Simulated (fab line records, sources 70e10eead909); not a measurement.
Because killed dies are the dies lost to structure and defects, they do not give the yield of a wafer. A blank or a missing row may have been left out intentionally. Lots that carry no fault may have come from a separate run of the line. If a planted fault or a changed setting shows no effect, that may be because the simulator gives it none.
8D (eight disciplines) problem report, filled in by code ; flow nandHarc ; the parts of the form that need people (team, actions taken, sign-off) are left out

== 1. THE PROBLEM ==
NHARC_THIN_TSV_EXPOSE_09, exposureDoseMJCm2: mean 40.097 on 3 wafers (1 lot); fault-free wafers 30.702, standard deviation 0.026. So: +99 or more standard deviations from the usual mean.
The step: exposes mask TSV.
The first sign was on wafer L570.2 at day 21 17:28, on krfScanner-02. The record holds 33 wafers of 11 lots with a number at this step. Rule for "out" (also "out of limits"): further than 4 standard deviations from the usual mean. All remaining wafers that have a number are taken as sound.

== 2. WHAT THIS IS AND IS NOT ==
question;is;is not
which readings at this step;exposureDoseMJCm2;-
which lots;L570;L560, L561, L562, L565, L571, L572, L574, L578, L579, L581
which wafers of those lots;all that have a number;-
read on which tools;krfScanner-02;krfScanner-01, krfScanner-04
when;from day 21 17:28;"up to then (15 sound wafers); but 15 sound wafers of L571, L574, L578, L579, L581 came after"

== 3. WHAT RULES OUT EACH SUSPECT ==
Counting: a tool stays on the suspect list if, at a process step up to the reading, it processed all lots that are out and no sound lot following the first of them.
- rieDiel-05 at NHARC_A_BONDPAD_ETCH_34 (etches the open film in N2/H2, target depth 60 nm, overetch 18 nm, time 65.91 s): ruled out as a lasting fault. The sound lots L572 went through it after L570, its earliest lot that is out (day 20 22:21).
- krfScanner-02 at NHARC_THIN_TSV_EXPOSE_09 (exposes mask TSV): kept. It ran the lot that is out, L570 (day 21 17:28), and no sound lot after that; its last sound lot up to then is L565 (day 19 02:26). Its own readings are out on those wafers: exposureDoseMJCm2.
The count leaves krfScanner-02 at NHARC_THIN_TSV_EXPOSE_09.

== 4. THE CAUSE (what the simulator had put in) ==
Process parameters drifting: krfScanner-02 at NHARC_THIN_TSV_EXPOSE_09, beginning at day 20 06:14. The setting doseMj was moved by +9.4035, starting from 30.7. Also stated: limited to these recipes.
This tool alone remained once counting was done.

== 5. THE EFFECT CHAIN, in route order ==
One row per reading whose mean, taken over the struck wafers that have a number, lies over 3 standard deviations from the usual. Scope: only readings with a usual standard deviation given in the record; hours: median across lots of the time from each lot's start at the first step in this table that gives one to its start at this step; sigmas: change in usual standard deviations.
hours;step;reading;usual;on struck wafers;change;sigmas
0;NHARC_THIN_TSV_EXPOSE_09;exposureDoseMJCm2;30.702;40.097;+9.395;+99 or more
0;NHARC_THIN_TSV_CD_MEAS_12;cdNm;1000.8 nm;1009.0;+8.2;+3.4
It contains these process steps:
- NHARC_THIN_TSV_EXPOSE_09: exposes mask TSV.

== 6. HOW IT WOULD HAVE BEEN CAUGHT EARLIER ==
In this record no reading fell out of limits until day 21 17:28, 35 hours after the fault had begun at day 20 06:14.
